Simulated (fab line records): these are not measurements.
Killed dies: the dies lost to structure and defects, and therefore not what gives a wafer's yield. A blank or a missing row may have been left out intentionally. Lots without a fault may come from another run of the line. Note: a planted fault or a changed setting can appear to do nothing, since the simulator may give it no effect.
The tool behind it: which one? -- flow n5-finfet -- Sampling: 24 lots, 72 wafers, 6 of 1938 route steps

## WHAT EACH GAUGE READ, for each wafer
N5_BEOL_M6_THK_MEAS_01. Usual: M6_ILD_THK typically reads 155.5 nm, with standard deviation 2.5.
lot,measured,on,M6_ILD_THK (nm),flag
L074,day 9 03:12,film-metro-02,151.5 155.4 152.6,
L075,day 9 05:53,film-metro-02,153.8 154.8 155.5,
L078,day 9 22:19,film-metro-01,151.4 154.0 155.1,
L076,day 10 01:01,film-metro-01,152.7 152.8 153.6,
L079,day 10 05:58,film-metro-02,150.2 154.6 156.4,
L077,day 10 08:08,film-metro-02,153.4 154.8 156.3,
L080,day 10 11:11,film-metro-02,157.3 154.6 157.0,
L081,day 10 11:35,film-metro-02,158.7 161.0 159.7,
L083,day 11 04:26,film-metro-01,154.3 155.3 156.5,
L082,day 11 05:05,film-metro-01,153.0 153.1 154.2,
L085,day 11 10:47,film-metro-02,155.1 156.8 153.7,
L084,day 11 12:52,film-metro-02,152.9 153.5 154.6,
L087,day 12 05:44,film-metro-02,153.4 155.0 155.5,
L086,day 12 07:45,film-metro-01,158.3 160.0 157.5,
L088,day 12 15:10,film-metro-01,157.1 157.1 159.3,
L090,day 13 01:11,film-metro-02,153.3 153.9 155.9,
L089,day 13 06:41,film-metro-01,158.5 157.8 156.2,
L092,day 13 06:45,film-metro-02,152.5 157.5 153.7,
L093,day 13 10:34,film-metro-02,158.5 155.8 159.7,
L091,day 13 10:19,film-metro-02,157.2 159.6 161.6,
L094,day 13 13:43,film-metro-01,156.3 158.0 159.3,
L095,day 14 09:07,film-metro-02,153.6 153.5 154.0,
L096,day 14 09:56,film-metro-02,154.4 152.9 155.3,
L097,day 14 14:48,film-metro-02,153.6 154.2 156.7,

N5_BEOL_M6_CD_MEAS_28: target cd 40 nm. Usual: cd-nm at 39.99 nm, with a standard deviation of 0.23.
lot,measured,on,cd-nm (nm),flag
L074,day 9 07:13,cd-sem-01,39.70 40.04 39.74,
L075,day 9 11:38,cd-sem-03,39.89 40.32 39.98,
L078,day 10 02:22,cd-sem-01,40.18 39.92 40.32,
L076,day 10 04:38,cd-sem-01,40.00 39.95 40.30,
L079,day 10 12:35,cd-sem-03,39.87 39.75 39.56,
L077,day 10 12:41,cd-sem-03,39.90 39.80 39.76,
L080,day 10 14:44,cd-sem-02,39.95 40.16 40.39,
L081,day 10 16:27,cd-sem-03,40.56 40.26 40.06,
L083,day 11 08:16,cd-sem-01,40.33 39.81 39.92,
L082,day 11 11:21,cd-sem-02,40.11 40.29 40.04,
L085,day 11 14:35,cd-sem-02,39.68 39.66 40.11,
L084,day 11 14:47,cd-sem-01,39.53 39.73 40.46,
L087,day 12 08:06,cd-sem-02,39.90 39.92 39.86,
L086,day 12 11:36,cd-sem-02,39.84 39.74 40.27,
L088,day 12 17:44,cd-sem-03,39.96 39.95 39.99,
L090,day 13 04:16,cd-sem-03,39.84 39.87 39.90,
L089,day 13 10:12,cd-sem-02,40.14 39.97 39.93,
L092,day 13 11:34,cd-sem-02,39.73 39.64 39.69,
L093,day 13 13:48,cd-sem-03,39.86 40.06 39.75,
L091,day 13 11:57,cd-sem-02,40.05 40.42 40.32,
L094,day 13 16:29,cd-sem-03,40.09 39.97 39.70,
L095,day 14 13:55,cd-sem-02,40.30 39.79 39.72,
L096,day 14 13:43,cd-sem-03,40.03 40.36 40.28,
L097,day 14 18:06,cd-sem-02,39.59 39.78 40.04,

N5_BEOL_M6_OVL_MEAS_29. Usual: V5_OVL typically reads -0.7 nm, with standard deviation 0.66.
lot,measured,on,V5_OVL (nm),flag
L074,day 9 07:14,overlay-02,-1.2 0.6 -1.1,
L075,day 9 11:40,overlay-01,-0.8 -0.5 -0.7,
L078,day 10 02:24,overlay-02,-0.2 -1.2 -1.7,
L076,day 10 04:41,overlay-01,-0.6 -2.0 -1.3,
L079,day 10 12:37,overlay-01,0.0 -0.6 -0.2,
L077,day 10 12:43,overlay-01,0.1 -1.1 -1.9,
L080,day 10 14:46,overlay-02,0.0 -1.0 -0.8,
L081,day 10 16:29,overlay-01,-1.9 -0.6 -0.6,
L083,day 11 08:19,overlay-01,-1.5 -0.7 -0.6,
L082,day 11 11:23,overlay-02,-2.0 -1.0 -1.6,
L085,day 11 14:37,overlay-02,-0.4 -0.5 0.0,
L084,day 11 14:50,overlay-02,0.8 -0.9 -0.3,
L087,day 12 08:08,overlay-02,-1.6 -0.2 -1.0,
L086,day 12 11:38,overlay-02,-1.8 -1.5 0.3,
L088,day 12 17:46,overlay-02,-0.9 -0.5 -1.2,
L090,day 13 04:18,overlay-01,-0.2 -0.7 -1.4,
L089,day 13 10:14,overlay-02,-0.8 -0.5 -0.4,
L092,day 13 11:35,overlay-01,-1.1 -0.1 -1.4,
L093,day 13 13:50,overlay-01,-0.4 0.0 -0.5,
L091,day 13 11:59,overlay-02,-0.3 -0.8 -1.5,
L094,day 13 16:32,overlay-02,-1.4 -1.7 -0.1,
L095,day 14 13:57,overlay-01,-1.5 -0.8 -0.4,
L096,day 14 13:45,overlay-01,-1.1 -0.6 -1.8,
L097,day 14 18:08,overlay-01,0.5 -1.1 -1.4,

## WHAT TOOL EACH LOT RAN ON (gives the tool, then ch and the chambers of the sampled wafers, and finally the start)
lot,N5_BEOL_M5_SPUTTER_48,N5_BEOL_M5_ANNEAL_84,N5_BEOL_M6_CURE_74
L074,"pvd-sputter-01, day 8 19:49","pvd-sputter-01, day 8 22:04","uv-cure-02 ch 0, day 9 02:41"
L075,"pvd-sputter-02, day 8 23:34","pvd-sputter-02, day 9 01:49","uv-cure-02 ch 0, day 9 05:32"
L078,"pvd-sputter-02, day 9 15:29","pvd-sputter-02, day 9 17:44","uv-cure-03 ch 2, day 9 21:19"
L076,"pvd-sputter-01, day 9 18:05","pvd-sputter-01, day 9 20:20","uv-cure-01 ch 0, day 10 00:35"
L079,"pvd-sputter-01, day 9 22:32","pvd-sputter-01, day 10 00:48","uv-cure-03 ch 0, day 10 04:59"
L077,"pvd-sputter-02, day 10 00:38","pvd-sputter-02, day 10 02:54","uv-cure-03 ch 2, day 10 07:19"
L080,"pvd-sputter-01, day 10 05:08","pvd-sputter-01, day 10 07:23","uv-cure-02 ch 2, day 10 10:44"
L081,"pvd-sputter-03, day 10 05:12","pvd-sputter-03, day 10 07:27","uv-cure-01 ch 1, day 10 11:09"
L083,"pvd-sputter-03, day 10 22:22","pvd-sputter-03, day 11 00:37","uv-cure-01 ch 1, day 11 04:10"
L082,"pvd-sputter-02, day 10 23:01","pvd-sputter-02, day 11 01:16","uv-cure-02 ch 1, day 11 04:34"
L085,"pvd-sputter-01, day 11 04:38","pvd-sputter-01, day 11 06:53","uv-cure-01 ch 2, day 11 10:31"
L084,"pvd-sputter-03, day 11 06:50","pvd-sputter-03, day 11 09:05","uv-cure-02 ch 2, day 11 12:26"
L087,"pvd-sputter-02, day 11 23:13","pvd-sputter-02, day 12 01:28","uv-cure-03 ch 2, day 12 04:54"
L086,"pvd-sputter-01, day 12 01:06","pvd-sputter-01, day 12 03:21","uv-cure-02 ch 0, day 12 06:55"
L088,"pvd-sputter-03, day 12 08:38","pvd-sputter-03, day 12 10:53","uv-cure-03 ch 2, day 12 14:10"
L090,"pvd-sputter-03, day 12 17:41","pvd-sputter-03, day 12 19:56","uv-cure-03 ch 0, day 12 23:52"
L089,"pvd-sputter-02, day 12 23:37","pvd-sputter-02, day 13 01:52","uv-cure-03 ch 0, day 13 06:00"
L092,"pvd-sputter-01, day 13 00:41","pvd-sputter-01, day 13 02:56","uv-cure-02 ch 0, day 13 06:14"
L093,"pvd-sputter-02, day 13 04:02","pvd-sputter-02, day 13 06:17","uv-cure-03 ch 1, day 13 09:34"
L091,"pvd-sputter-03, day 13 04:16","pvd-sputter-03, day 13 06:31","uv-cure-02 ch 1, day 13 09:53"
L094,"pvd-sputter-01, day 13 07:40","pvd-sputter-01, day 13 09:56","uv-cure-02 ch 1, day 13 13:17"
L095,"pvd-sputter-01, day 14 02:54","pvd-sputter-01, day 14 05:09","uv-cure-02 ch 0, day 14 08:36"
L096,"pvd-sputter-03, day 14 03:08","pvd-sputter-03, day 14 05:23","uv-cure-03 ch 2, day 14 08:56"
L097,"pvd-sputter-03, day 14 08:17","pvd-sputter-03, day 14 10:32","uv-cure-03 ch 1, day 14 13:49"
- N5_BEOL_M5_SPUTTER_48: material Cu, target thk 15 nm, time 27.62 s.
- N5_BEOL_M5_ANNEAL_84: time 1800 s.
- N5_BEOL_M6_CURE_74: cures SiCOH lowk, time 240 s.

## WHAT THE TOOLS THEMSELVES READ (means of the sampled wafers that have a number; where no wafer has one, the mark that the record gives instead)
N5_BEOL_M5_SPUTTER_48. Usual: susceptor-temp-C -20.01 C, standard deviation 0.1; throttle-valve-pct 30.0 %, standard deviation 0.81.
lot,tool,susceptor-temp-C (C),throttle-valve-pct (%),flag
L074,pvd-sputter-01,-20.05,31.0,
L075,pvd-sputter-02,-20.02,30.8,
L078,pvd-sputter-02,-19.93,29.0,
L076,pvd-sputter-01,-20.03,29.7,
L079,pvd-sputter-01,-20.03,30.3,
L077,pvd-sputter-02,-19.96,29.1,
L080,pvd-sputter-01,-20.18,29.5,
L081,pvd-sputter-03,-19.93,29.7,
L083,pvd-sputter-03,-19.99,30.2,
L082,pvd-sputter-02,-19.96,29.5,
L085,pvd-sputter-01,-20.03,30.1,
L084,pvd-sputter-03,-20.14,30.1,
L087,pvd-sputter-02,-20.06,29.4,
L086,pvd-sputter-01,-20.17,30.9,
L088,pvd-sputter-03,-20.14,30.1,
L090,pvd-sputter-03,-19.99,30.1,
L089,pvd-sputter-02,-20.03,29.7,
L092,pvd-sputter-01,-20.00,30.3,
L093,pvd-sputter-02,-19.99,29.1,
L091,pvd-sputter-03,-20.06,30.1,
L094,pvd-sputter-01,-19.94,30.0,
L095,pvd-sputter-01,-20.09,29.7,
L096,pvd-sputter-03,-19.98,30.2,
L097,pvd-sputter-03,-19.98,30.1,

N5_BEOL_M5_ANNEAL_84. Usual: heater-power-w 819 W, standard deviation 80; susceptor-temp-C 399.96 C, standard deviation 0.23.
lot,tool,heater-power-w (W),susceptor-temp-C (C),flag
L074,pvd-sputter-01,762,399.79,
L075,pvd-sputter-02,818,399.73,
L078,pvd-sputter-02,811,400.15,
L076,pvd-sputter-01,870,400.13,
L079,pvd-sputter-01,763,399.70,
L077,pvd-sputter-02,808,400.26,
L080,pvd-sputter-01,875,399.90,
L081,pvd-sputter-03,841,400.12,
L083,pvd-sputter-03,847,399.82,
L082,pvd-sputter-02,764,399.93,
L085,pvd-sputter-01,846,399.80,
L084,pvd-sputter-03,819,399.85,
L087,pvd-sputter-02,848,399.87,
L086,pvd-sputter-01,764,399.92,
L088,pvd-sputter-03,850,399.94,
L090,pvd-sputter-03,819,399.92,
L089,pvd-sputter-02,762,399.98,
L092,pvd-sputter-01,846,399.93,
L093,pvd-sputter-02,808,400.09,
L091,pvd-sputter-03,779,399.82,
L094,pvd-sputter-01,861,399.94,
L095,pvd-sputter-01,853,400.11,
L096,pvd-sputter-03,859,400.23,
L097,pvd-sputter-03,826,399.99,

N5_BEOL_M6_CURE_74. Usual: lamp-power-pct 52.31 %, standard deviation 0.057; wafer_temp_C_max 387.0, standard deviation 0.74.
lot,tool,lamp-power-pct (%),wafer_temp_C_max,flag
L074,uv-cure-02,52.30,386.1,
L075,uv-cure-02,52.27,386.5,
L078,uv-cure-03,52.35,387.8,
L076,uv-cure-01,52.32,386.1,
L079,uv-cure-03,52.27,385.7,
L077,uv-cure-03,52.24,387.1,
L080,uv-cure-02,52.27,387.2,
L081,uv-cure-01,52.37,387.6,
L083,uv-cure-01,52.32,387.6,
L082,uv-cure-02,52.33,387.0,
L085,uv-cure-01,52.33,386.9,
L084,uv-cure-02,52.33,386.9,
L087,uv-cure-03,52.36,387.6,
L086,uv-cure-02,52.30,386.3,
L088,uv-cure-03,52.38,387.4,
L090,uv-cure-03,52.37,386.1,
L089,uv-cure-03,52.35,386.4,
L092,uv-cure-02,52.28,386.2,
L093,uv-cure-03,52.32,387.2,
L091,uv-cure-02,52.33,387.4,
L094,uv-cure-02,52.29,387.7,
L095,uv-cure-02,52.27,386.4,
L096,uv-cure-03,52.28,387.8,
L097,uv-cure-03,52.33,386.8,

## THE ANSWER, worked out from the rows above alone
Rule: take the mean of a lot's wafers that have a number; if it is more than 3 standard deviations from the usual mean, the lot is off. A lot without any number at a reading at which 4 lots or more have one is off too. Where the step has rows for the other lots, those lots are counted as sound. The gauges are gone through in route order, then the tools' own readings, and for those a lot's mean is taken as printed above. The first step at which some lot is off is used, and at that step the reading that is off furthest; a lot without a number counts as furthest.
None of the lots is off at any reading shown; this tells nothing.

## WHAT THE SIMULATOR HAD PUT IN
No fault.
